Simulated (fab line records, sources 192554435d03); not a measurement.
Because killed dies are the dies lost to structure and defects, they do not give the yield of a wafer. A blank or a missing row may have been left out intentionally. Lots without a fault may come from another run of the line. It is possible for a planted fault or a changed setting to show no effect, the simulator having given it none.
fab line records	flow n5Finfet
[record] lots = 9	wafers = 27	lastDay = 18
route steps=1938 shown GATE_CUT@505 BEOL_M4@1111 PASSIVATION@1936
lots that met no fault: from a run of the same line without faults
startH: hours from the record's opening day to when the first of the lot's shown wafers began	waitH: time in hours since the lot's previous step	" unchanged from the row above	L1.1+2: a row that stands for several wafers	- no value, or no start given	* or withheld: withheld	< > ~ a bound
route shown NAME@n: names a module that has steps shown in the file, with the first one's number in the route	usual: the fault-free wafers' mean and standard deviation	same: alike in all rows	chamber/n: place in a boat	sites: each site's reading	_std_site: the standard deviation of these	_edge_site: outer sites' mean less inner sites'	radiusMm: how far each site lies from the wafer's centre	mask NAME#n: copy n	behind: the tool/chamber that last shaped the wafer	hold: cause of the lot's hold/its duration in hours/its outcome	device: whichever transistor did not switch (one of n, p or np)	end of line: the same wafers' tests at the end of the route	a step without rows: its recipe alone	killed: dies lost to structure and defects at the first sort, not the wafer's yield	map: a wafer's dies, x killed, . not, _ none there
set.NAME: the run value of the setting; set.NAME@STEP: its run value at that earlier step	model.NAME: the simulator's own value behind a step, which no gauge read
the route's steps for a sample of lots (tables are steps, rows are wafers)
services: the hour from which a tool's chamber was out of use, counted from the record's first day as startH (under 0 if before that day), plus the number of hours and why
[[steps]]
[step N5_GATE_CUT_VAPOR_ETCH_49]
[recipe] chemistry = BCl3/Cl2	target = TiAlC	mode = isotropic
[usual] drypumpMotorCurrentA = 5.9/0.41	heBacksideLeakSccm = 3.4/0.32	oesProductAu = 0.79/0.094
lot.wafer	tool	chamber	startH	waitH	drypumpMotorCurrentA	heBacksideLeakSccm	oesProductAu
L807.1	rieMetal-03	0	112.84	0.0	6.2	3.8	0.66
L807.5	"	0	"	"	6.1	3.8	0.67
L807.6	"	1	"	"	6.0	3.3	0.87
L809.2	rieMetal-01	0	121.84	0.0	5.8	3.7	0.95
L809.4	"	0	"	"	5.7	3.5	0.94
L809.6	"	0	"	"	5.7	3.6	0.95
L812.2	rieMetal-01	1	134.02	0.0	5.3	3.3	0.78
L812.4	"	0	"	"	5.8	3.4	0.94
L812.5	"	1	"	"	5.3	3.3	0.78
L813.1	rieMetal-01	0	141.88	0.0	5.8	3.8	0.93
L813.2	"	1	"	"	5.3	3.3	0.78
L813.5	"	1	"	"	5.3	3.2	0.79
L815.2	rieMetal-03	1	154.50	0.0	5.9	3.3	0.86
L815.5	"	1	"	"	5.9	3.3	0.85
L815.6	"	0	"	"	6.1	3.6	0.66
L818.1	rieMetal-02	0	168.80	0.0	6.6	3.3	0.71
L818.2	"	1	"	"	6.3	3.7	0.76
L818.3	"	0	"	"	6.5	3.2	0.72
L823.1	rieMetal-02	1	202.55	0.0	6.3	3.6	0.76
L823.4	"	1	"	"	6.3	3.4	0.76
L823.6	"	0	"	"	6.5	3.3	0.71
L826.1	rieMetal-02	1	218.71	0.0	6.3	3.6	0.75
L826.3	"	1	"	"	6.3	3.6	0.75
L826.5	"	1	"	"	6.3	3.6	0.75
L827.2	rieMetal-02	1	225.37	0.0	6.3	3.6	0.75
L827.4	"	0	"	"	6.5	3.3	0.70
L827.6	"	1	"	"	6.4	3.5	0.74
[step N5_GATE_CUT_ALD_22]
[recipe] material = SiNx	targetThkA = 160	tempC = 400	aldPrecursorFamily = SiH2I2	aldCoReactant = N2/H2-plasma	pulseTimeS = 1	aldCycles = 320	purgeTimeS = 2	coReactantPurgeTimeS = 2	pressureTorr = 2
[usual] chamberPressureTorr = 2.000/0.0046	heaterPowerW = 834/57	precursorPulseHeightRel = 0.997/0.021	susceptorTempC = 400.01/0.2
lot.wafer	tool	chamber	startH	waitH	chamberPressureTorr	heaterPowerW	precursorPulseHeightRel	sinceWetCleanH	susceptorTempC
L807.1	aldSin-03	2	113.08	0.0	2.008	799	0.998	301	399.81
L807.5	"	0	"	"	2.003	928	0.997	-	399.72
L807.6	"	3	"	"	2.000	758	1.030	-	400.13
L809.2	aldSin-03	3	122.08	0.0	2.000	781	0.985	310	400.07
L809.4	"	1	"	"	2.005	845	0.987	310	400.37
L809.6	"	3	"	"	2.007	749	1.015	-	400.13
L812.2	aldSin-04	1	134.25	0.0	1.998	856	0.970	232	400.45
L812.4	"	2	"	"	2.001	793	1.033	232	400.42
L812.5	"	3	"	"	1.996	794	1.006	-	399.83
L813.1	aldSin-01	0	142.11	0.0	1.999	840	0.964	133	399.97
L813.2	"	2	"	"	1.996	778	0.956	133	400.21
L813.5	"	1	"	"	1.992	888	0.973	-	399.88
L815.2	aldSin-01	2	154.74	0.0	2.004	790	1.021	146	399.84
L815.5	"	0	"	"	1.993	830	0.988	-	399.84
L815.6	"	1	"	"	1.997	912	1.011	-	400.20
L818.1	aldSin-01	3	169.04	0.0	1.999	847	1.006	160	400.16
L818.2	"	2	"	"	2.007	804	0.990	160	400.22
L818.3	"	1	"	"	2.001	884	0.996	160	399.78
L823.1	aldSin-01	2	202.78	0.0	2.003	792	1.006	194	399.93
L823.4	"	3	"	"	1.993	834	0.993	194	399.81
L823.6	"	0	"	"	1.997	825	0.985	-	399.98
L826.1	aldSin-01	2	218.94	0.0	1.999	768	0.986	210	399.65
L826.3	"	3	"	"	2.002	850	1.021	210	400.28
L826.5	"	0	"	"	2.010	813	1.005	-	399.83
L827.2	aldSin-04	3	225.60	0.0	1.997	782	0.978	323	399.93
L827.4	"	1	"	"	1.996	874	1.007	323	399.72
L827.6	"	2	"	"	2.005	794	1.019	-	399.91
[step N5_GATE_CUT_CMP_23]
[recipe] stopOn = SiO2	tOverpolishS = 23.4	postCmpClean = alkalineBrush	downForcePsi = 2.5	platenRpm = 51.8	padVelocityMS = 1.0307	targetThkNm = 16
[usual] headPressurePsi = 2.500/0.0053	motorCurrentA = 8.7/1.3	overpolishRunS = 23.400/0.0089	retainingRingPressureFrac = 1.000/0.0048	timeToEndpointS = 19.8/1.9
lot.wafer	tool	chamber	startH	waitH	headPressurePsi	motorCurrentA	overpolishRunS	retainingRingPressureFrac	timeToEndpointS
L807.1	cmp-03	0	114.64	0.8	2.508	7.1	23.415	1.000	23.6
L807.5	"	2	"	"	2.506	7.0	23.400	0.998	24.4
L807.6	"	3	"	"	2.497	10.7	23.386	1.003	23.6
L809.2	cmp-04	1	123.64	0.8	2.494	8.0	23.392	0.998	17.2
L809.4	"	2	"	"	2.494	7.4	23.409	1.001	17.3
L809.6	"	0	"	"	2.513	9.6	23.387	0.993	14.8
L812.4	cmp-01	1	135.74	0.8	2.506	8.8	23.403	0.996	22.1
L812.2	"	0	"	"	2.509	7.3	23.406	0.996	19.3
L812.5	"	2	"	"	2.496	8.9	23.401	1.004	19.2
L813.2	cmp-01	2	143.64	0.8	2.507	8.7	23.400	1.003	18.4
L813.1	"	0	"	"	2.725	7.3	23.396	1.002	16.4
L813.5	"	2	"	"	2.509	8.9	23.399	1.004	16.3
L815.2	cmp-01	1	156.30	0.8	2.508	8.9	23.396	1.000	17.9
L815.6	"	3	"	"	2.500	9.9	23.398	0.999	23.3
L815.5	"	0	"	"	2.725	7.7	23.399	1.001	17.1
L818.3	cmp-03	0	170.53	0.8	2.494	6.8	23.402	1.008	22.6
L818.2	"	1	"	"	2.504	10.1	23.413	1.000	18.5
L818.1	"	2	"	"	2.503	6.9	23.386	0.997	20.8
L823.1	cmp-03	1	204.35	0.8	2.502	9.6	23.409	1.001	18.2
L823.4	"	2	"	"	2.494	6.7	23.394	1.003	16.8
L823.6	"	3	"	"	2.508	11.4	23.409	0.996	18.8
L826.1	cmp-01	0	220.51	0.8	2.501	6.9	23.389	0.997	21.1
L826.3	"	1	"	"	2.495	9.1	23.402	1.009	21.4
L826.5	"	3	"	"	2.496	9.7	23.392	1.008	22.2
L827.2	cmp-03	3	227.13	0.8	2.497	10.7	23.409	1.001	18.6
L827.4	"	0	"	"	2.506	7.0	23.412	1.006	19.0
L827.6	"	2	"	"	2.500	7.0	23.406	1.001	19.0
[step N5_GATE_CUT_INSPECT_26]
[recipe] inspectInstrument = darkfield	mode = postCmp
[usual] rawDefectCount = 48/21
lot.wafer	tool	chamber	startH	waitH	rawDefectCount
L807.1	defectInspect-02	-	115.60	0.0	134
L807.5	"	-	"	"	44
L807.6	"	-	"	"	74
L809.2	defectInspect-01	-	124.60	0.0	26
L809.4	"	-	"	"	27
L809.6	"	-	"	"	29
L812.2	defectInspect-02	-	136.78	0.0	76
L812.4	"	-	"	"	63
L812.5	"	-	"	"	55
L813.1	defectInspect-02	-	144.64	0.0	44
L813.2	"	-	"	"	22
L813.5	"	-	"	"	27
L815.2	defectInspect-02	-	157.26	0.0	28
L815.5	"	-	"	"	26
L815.6	"	-	"	"	72
L818.1	defectInspect-01	-	171.56	0.0	24
L818.2	"	-	"	"	41
L818.3	"	-	"	"	34
L823.1	defectInspect-02	-	205.31	0.0	39
L823.4	"	-	"	"	42
L823.6	"	-	"	"	37
L826.1	defectInspect-02	-	221.47	0.0	48
L826.3	"	-	"	"	61
L826.5	"	-	"	"	41
L827.2	defectInspect-02	-	228.13	0.0	49
L827.4	"	-	"	"	30
L827.6	"	-	"	"	62
[step N5_BEOL_M4_RC_MEAS_101]
[usual] DIBL_N = 36.3/1.2	DIBL_P = 36.3/1.4	IOFF_N = 0.157/0.02	IOFF_P = 0.22/0.033	ION_N = 675/9.6	ION_P = 465/8.2	SS_N = 71.4/0.45	SS_P = 73.3/0.54	VT_N = 249.8/2.5	VT_P = -249/3.2
lot.wafer	tool	chamber	startH	waitH	DIBL_N[mV/V]	DIBL_P[mV/V]	IOFF_N[nA/um]	IOFF_P[nA/um]	ION_N[uA/um]	ION_P[uA/um]	SS_N[mV/dec]	SS_P[mV/dec]	VT_N[mV]	VT_P[mV]
L807.1	prober-01	0	215.64	0.0	36.5	35.2	0.145	0.20	677	465	71.7	73.1	253.5	-251
L807.5	"	0	"	"	37.5	37.4	0.176	0.24	690	477	71.7	73.4	246.0	-247
L807.6	"	0	"	"	36.6	34.6	0.138	0.19	674	460	71.2	73.4	252.7	-251
L809.2	prober-02	0	231.51	0.2	37.3	37.8	0.178	0.22	683	471	72.2	72.9	244.7	-250
L809.4	"	0	"	"	37.8	38.3	0.186	0.24	679	472	72.5	73.4	248.3	-250
L809.6	"	0	"	"	36.0	35.7	0.139	0.19	670	463	71.3	72.7	251.5	-252
L813.1	prober-01	0	232.27	0.4	34.2	35.7	0.151	0.23	686	468	71.2	72.6	248.1	-247
L813.2	"	0	"	"	34.5	36.1	0.159	0.23	670	470	71.8	72.4	245.6	-248
L813.5	"	0	"	"	35.3	37.5	0.177	0.26	692	475	71.6	72.8	247.1	-246
L812.2	prober-01	0	248.07	0.2	37.8	36.3	0.164	0.23	671	462	72.0	73.7	251.0	-246
L812.4	"	0	"	"	37.8	36.7	0.176	0.25	688	474	71.1	73.4	247.2	-245
L812.5	"	0	"	"	37.6	35.7	0.170	0.23	684	472	71.6	73.5	248.2	-247
L815.2	prober-01	0	263.83	0.2	37.4	38.4	0.177	0.21	680	462	72.0	73.6	248.5	-253
L815.5	"	0	"	"	36.5	36.9	0.157	0.18	669	459	71.7	73.1	249.4	-253
L815.6	"	0	"	"	36.8	36.2	0.153	0.18	665	451	72.0	73.3	250.3	-254
L818.1	prober-02	0	276.89	0.0	37.1	37.0	0.156	0.22	666	459	71.4	74.0	250.1	-249
L818.2	"	0	"	"	36.4	36.4	0.154	0.21	671	457	72.1	73.0	252.0	-251
L818.3	"	0	"	"	34.7	34.0	0.120	0.18	660	453	70.6	73.4	254.0	-253
L823.1	prober-02	0	300.57	0.2	35.0	35.5	0.126	0.18	653	459	70.5	72.8	254.0	-251
L823.4	"	0	"	"	35.4	36.4	0.127	0.19	661	460	71.3	73.2	254.7	-251
L823.6	"	0	"	"	34.6	35.6	0.115	0.18	658	459	70.8	73.1	254.7	-252
L826.1	prober-01	0	307.20	0.0	35.7	36.1	0.147	0.25	673	469	71.2	73.3	249.2	-246
L826.3	"	0	"	"	37.4	37.9	0.182	0.28	675	473	71.5	74.0	246.1	-245
L826.5	"	0	"	"	36.5	36.6	0.170	0.26	667	464	71.8	73.9	247.4	-246
L827.2	prober-02	0	331.82	0.2	38.2	39.2	0.187	0.29	688	471	71.6	74.1	249.0	-242
L827.4	"	0	"	"	34.8	34.9	0.119	0.20	665	470	70.4	72.6	251.8	-248
L827.6	"	0	"	"	39.5	40.7	0.208	0.34	685	478	71.7	74.1	247.2	-243
[step N5_PASSIVATION_PROBE_49]
[usual] defectLimitedYield = 91.1/1.4	killed_at_M0_to_M3 = 33/10	killed_at_M4_up = 15/5.8	killedAtContacts = 13/5.9	killedAtFrontEnd = 39/11	killedAtOther = 4/3.6	killedDies = 105/16	killedOpen = 68/11	killedShort = 34/7.8	sort_bin_5_function = 5.2/0.88	sort_bin_6_memory = 3.3/0.61	sortNPass = 1075/16	sortYieldPct = 91.1/1.4
[same] grossDies = 1180	killedAtBackSide = 0	sort_bin_4_leakage[%] = 0	sort_bin_8_speed[%] = 0
lot.wafer	tool	chamber	startH	waitH	defectLimitedYield[%]	killed_at_M0_to_M3	killed_at_M4_up	killedAtContacts	killedAtFrontEnd	killedAtOther	killedDies	killedOpen	killedShort	sort_bin_5_function[%]	sort_bin_6_memory[%]	sortNPass	sortYieldPct[%]
L813.1	prober-02	-	328.35	0.0	90.3	26	34	19	29	6	114	77	29	5.8	3.7	1066	90.3
L813.2	prober-02	-	328.40	0.1	91.2	29	15	19	39	2	104	67	33	4.7	3.8	1076	91.2
L813.5	prober-02	-	328.55	0.2	92.1	19	9	22	39	4	93	66	25	4.4	3.1	1087	92.1
L815.2	prober-02	-	369.48	0.1	92.5	36	19	5	26	3	89	57	30	4.7	2.6	1091	92.5
L815.5	prober-02	-	369.63	0.2	92.2	19	23	11	39	0	92	59	26	4.0	3.3	1088	92.2
L815.6	prober-02	-	369.68	0.3	90.3	47	14	14	39	0	114	76	35	6.1	3.2	1066	90.3
L818.1	prober-02	-	375.67	0.0	88.4	23	23	8	73	10	137	83	48	6.2	4.7	1043	88.4
L818.2	prober-02	-	375.72	0.1	92.6	24	11	11	40	1	87	52	30	4.5	2.5	1093	92.6
L818.3	prober-02	-	375.77	0.1	89.4	29	14	11	61	10	125	81	40	6.4	3.6	1055	89.4
L823.6	prober-02	-	408.66	0.3	89.6	44	8	7	58	6	123	79	44	6.2	3.6	1057	89.6
// killed by level:class
L813.1 BEOL_M4:geometricParticle:open=19 MOL_CONTACT_COAG:geometricParticle:open=13 BEOL_M3:geometricParticle:open=8 FIN_SAQP:geometricParticle:open=6 STI_FIN_REVEAL:geometricParticle:open=5 DUMMY_GATE:geometricParticle:open=5 BEOL_M5:geometricParticle:open=5 MOL_CONTACT_COAG:geometricParticle:short=4
L813.2 MOL_CONTACT_COAG:geometricParticle:open=17 DUMMY_GATE:geometricParticle:open=7 BEOL_M0_SAQP:geometricParticle:short=7 BEOL_M1:geometricParticle:open=7 BEOL_M4:geometricParticle:open=6 BEOL_M3:geometricParticle:open=6 FIN_SAQP:geometricParticle:open=5 STI_FIN_REVEAL:geometricParticle:open=4
L813.5 MOL_CONTACT_COAG:geometricParticle:open=16 FIN_SAQP:geometricParticle:open=10 STI_FIN_REVEAL:geometricParticle:open=8 FIN_SAQP:geometricParticle:short=7 MOL_CONTACT_COAG:geometricParticle:short=6 DUMMY_GATE:geometricParticle:open=5 BEOL_M3:geometricParticle:open=5 BEOL_M1:geometricParticle:open=4
L815.2 FIN_SAQP:geometricParticle:open=8 BEOL_M3:geometricParticle:open=8 BEOL_M4:geometricParticle:open=8 BEOL_M0_SAQP:geometricParticle:short=7 MOL_CONTACT_COAG:geometricParticle:open=5 BEOL_M0:geometricParticle:open=5 FIN_SAQP:geometricParticle:short=4 BEOL_M2:geometricParticle:short=4
L815.5 BEOL_M4:geometricParticle:open=10 FIN_SAQP:geometricParticle:open=8 MOL_CONTACT_COAG:geometricParticle:open=8 FIN_SAQP:geometricParticle:short=6 DUMMY_GATE:geometricParticle:open=6 STARTING-WAFER:geometricParticle:short=5 BEOL_M3:geometricParticle:open=5 STI_FIN_REVEAL:geometricParticle:open=3
L815.6 MOL_CONTACT_COAG:geometricParticle:open=11 BEOL_M2:geometricParticle:open=10 FIN_SAQP:geometricParticle:open=7 BEOL_M1:geometricParticle:open=7 FIN_SAQP:geometricParticle:short=7 BEOL_M0:geometricParticle:open=7 STI_FIN_REVEAL:geometricParticle:open=6 BEOL_M3:geometricParticle:open=6
L818.1 FIN_SAQP:geometricParticle:short=17 FIN_SAQP:geometricParticle:open=15 STI_FIN_REVEAL:geometricParticle:open=13 GATE_CUT:geometricParticle:short=11 BEOL_M2:geometricParticle:open=10 BEOL_M4:geometricParticle:open=9 MOL_CONTACT_COAG:geometricParticle:open=6 PAD_METAL:geometricParticle:open=6
L818.2 FIN_SAQP:geometricParticle:short=11 MOL_CONTACT_COAG:geometricParticle:open=10 BEOL_M2:geometricParticle:open=8 FIN_SAQP:geometricParticle:open=7 BEOL_M3:geometricParticle:open=6 STI_FIN_REVEAL:geometricParticle:open=5 ILD0:geometricParticle:short=4 BEOL_M4:geometricParticle:open=4
L818.3 FIN_SAQP:geometricParticle:open=19 BEOL_M2:geometricParticle:open=13 FIN_SAQP:geometricParticle:short=10 MOL_CONTACT_COAG:geometricParticle:open=8 ILD0:geometricParticle:open=7 BEOL_M4:geometricParticle:open=7 STI_FIN_REVEAL:geometricParticle:open=5 ILD0:geometricParticle:short=5
L823.6 FIN_SAQP:geometricParticle:open=17 FIN_SAQP:geometricParticle:short=14 BEOL_M0_SAQP:geometricParticle:short=10 BEOL_M3:geometricParticle:open=9 BEOL_M0_SAQP:geometricParticle:open=8 BEOL_M1:geometricParticle:open=8 DUMMY_GATE:geometricParticle:open=7 STI_FIN_REVEAL:geometricParticle:open=6
[[services]]
tool	chamber	startH	hours	kind
aldSin-01	3	89.03	4.4	repair
cmp-04	-	108.90	1.5	repair
cmp-01	-	122.73	1.6	repair
cmp-01	-	132.47	1.0	repair
cmp-03	-	133.15	4.0	pm
cmp-03	-	137.15	-	consumableReplace:conditioner
cmp-03	-	137.15	-	consumableReplace:pad
cmp-03	-	139.82	3.8	repair
cmp-01	-	151.87	0.2	repair
aldSin-03	-	176.81	14.0	pm
aldSin-03	0	176.81	14.0	ventCycle
aldSin-03	1	176.81	14.0	ventCycle
aldSin-03	2	176.81	18.7	ventCycle
aldSin-03	3	176.81	14.0	ventCycle
cmp-03	-	186.94	8.3	pm
aldSin-01	-	189.68	4.3	pm
aldSin-03	0	190.81	-	clean
aldSin-03	1	190.81	-	clean
aldSin-03	3	190.81	-	clean
cmp-04	-	192.11	4.0	pm
cmp-04	-	196.11	-	consumableReplace:conditioner
cmp-04	-	196.11	-	consumableReplace:pad
cmp-01	-	223.63	1.2	repair
[[key]]
[firstSign] step = N5_GATE_CUT_CMP_23	reading = headPressurePsi	direction = up	sigmas = 42	usual = 2.500	struck = 2.725
effect none on later readings
metAt N5_GATE_CUT_CMP_23
struckLots L813,L815
struckWafers L813.1,L815.5
notActingAt N5_GATE_CUT_VAPOR_ETCH_49,N5_GATE_CUT_ALD_22,N5_GATE_CUT_INSPECT_26
onsetBetween 135.74 143.64
[fault] kind = processParameterDrift	tool = cmp-01	chamber = 0	onsetH = 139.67	steps = N5_GATE_CUT_CMP_23	channel = downForcePsi	offset = 0.233	shape = step	endH = 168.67	actsIn = theseRecipesOnly	stated = 2.5
